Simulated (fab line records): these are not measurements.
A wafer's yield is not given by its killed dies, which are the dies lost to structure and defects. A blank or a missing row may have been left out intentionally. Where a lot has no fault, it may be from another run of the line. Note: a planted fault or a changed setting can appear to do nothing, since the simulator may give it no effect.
A lot that was struck, set against a sound lot + flow nand_harc + 14 out of 1159 route steps
Sound: wafers L330.1, L330.3, L330.5. Wafers struck: L339.3, L339.4. The cause is given at the end.
Per side, at each step with rows, come the tool, then ch with its chambers, and then its first start. Under that, the readings that differ: sound wafers + struck wafers + difference of the means + sigmas: that difference in standard deviations of wafers without a fault.
alike: readings with means less than 2 such deviations apart, plus words and numbers identical on both sides. not compared: withheld readings, readings lacking a value on some wafer, bounds such as >300 that could conceal the same value, and numbers that have no deviation in the record and whose values overlap.
Wherever a step has rows on one side only, a row that says differs or no value, or a row with sigmas, the two part there. Numbers that don't overlap but have no deviation are shown without sigmas and don't part them. A reading that every wafer of one side lacks parts them only if that side has two wafers or more.

NHARC_A_WL_FILL_CVD_03: deposits W, target thk 40 nm, time 3302 s.
  sound on cvd_w-02 ch 1, day 14 14:49; struck on cvd_w-02 ch 0,1, day 17 12:28
  alike: heater_power_w, throttle_valve_pct
then, 1 step without rows for these wafers: NHARC_A_WL_FILL_ETCHBACK_04 (etches the open film in NF3, target depth 60 nm, time 120 s).
NHARC_A_WL_FILL_ETCHBACK_05: etches the open film in Cl2/BCl3, target depth 22 nm, time 60 s.
  sound on rie_metal-01 ch 0, day 14 18:23; struck on rie_metal-02 ch 0,1, day 17 15:05
  alike: drypump_motor_current_A, oes_product_au
  not compared: rf_hours_counter_h
NHARC_A_WL_FILL_STRIP_27: strips in N2/H2, time 20 s.
  sound on plasma_asher-02 ch 0,1, day 14 18:32; struck on plasma_asher-02 ch 0,1, day 17 15:33
  alike: drypump_motor_current_A, heater_power_w
  not compared: rf_hours_counter_h
then, 4 steps without rows for these wafers: NHARC_A_WL_FILL_STRIP_28 (strips in post etch residue remover, time 1200 s); NHARC_A_WL_FILL_PRECLEAN_06 (cleans in DIW, time 300 s); NHARC_A_WL_FILL_SRD_07; NHARC_A_WL_FILL_ANNEAL_08 (time 1800 s).
NHARC_A_WL_FILL_ALD_10: deposits SiO2, target thk 50 nm, pulse time 10 s, ald cycles 500.
  sound on ald_hk-04 ch 0,2,3, day 15 05:19; struck on ald_hk-04 ch 1,3, day 17 21:32
  alike: heater_power_w, precursor_pulse_height_rel
NHARC_A_WL_FILL_ETCHBACK_16: etches the open film in C4F8/O2/Ar, target depth 88 nm, time 17.6 s.
  sound on rie_diel-09 ch 0,1,2; struck on rie_diel-05 ch 3
  alike: oes_product_au, rf_vpp_V
  not compared: rf_hours_counter_h
then, 1 step without rows for these wafers: NHARC_A_WL_FILL_STRIP_29 (strips in O2, time 20 s).
NHARC_A_WL_FILL_ETCHBACK_17: etches the open film in Cl2/BCl3, target depth 4 nm, time 26.7 s.
  sound on rie_metal-02 ch 0, day 15 09:06; struck on rie_metal-02 ch 0,1, day 18 01:56
| reading               | sound             | struck      | difference | sigmas |
|-----------------------|-------------------|-------------|------------|--------|
| oes_product_au (a.u.) | 0.993 1.001 1.001 | 1.242 1.290 | +0.268     | +18    |
  alike: drypump_motor_current_A
  not compared: rf_hours_counter_h
then, 1 step without rows for these wafers: NHARC_A_WL_FILL_PRECLEAN_18 (cleans in dHF, time 30 s).
-- the record jumps here: 4 days lie between the struck wafers' starts before and after (it left off in module A_WL_FILL and takes up again in module END, whose first step shown is number 1159 of the route) --
NHARC_END_SORT_01:
  sound on prober-02 ch 0, day 19 02:26; struck on prober-02 ch 0, day 21 19:37
  alike: killed_at_array, killed_at_other, killed_at_periphery, killed_dies, killed_open, killed_short

== WHERE THEY PART ==
Only at NHARC_A_WL_FILL_ETCHBACK_17, within this record. Later steps at which nothing parts them and some readings are alike: NHARC_END_SORT_01.

WHY: what had been put in by the simulator
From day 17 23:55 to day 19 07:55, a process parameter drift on rie_metal-02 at NHARC_A_WL_FILL_ETCHBACK_17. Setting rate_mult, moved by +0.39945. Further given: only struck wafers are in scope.
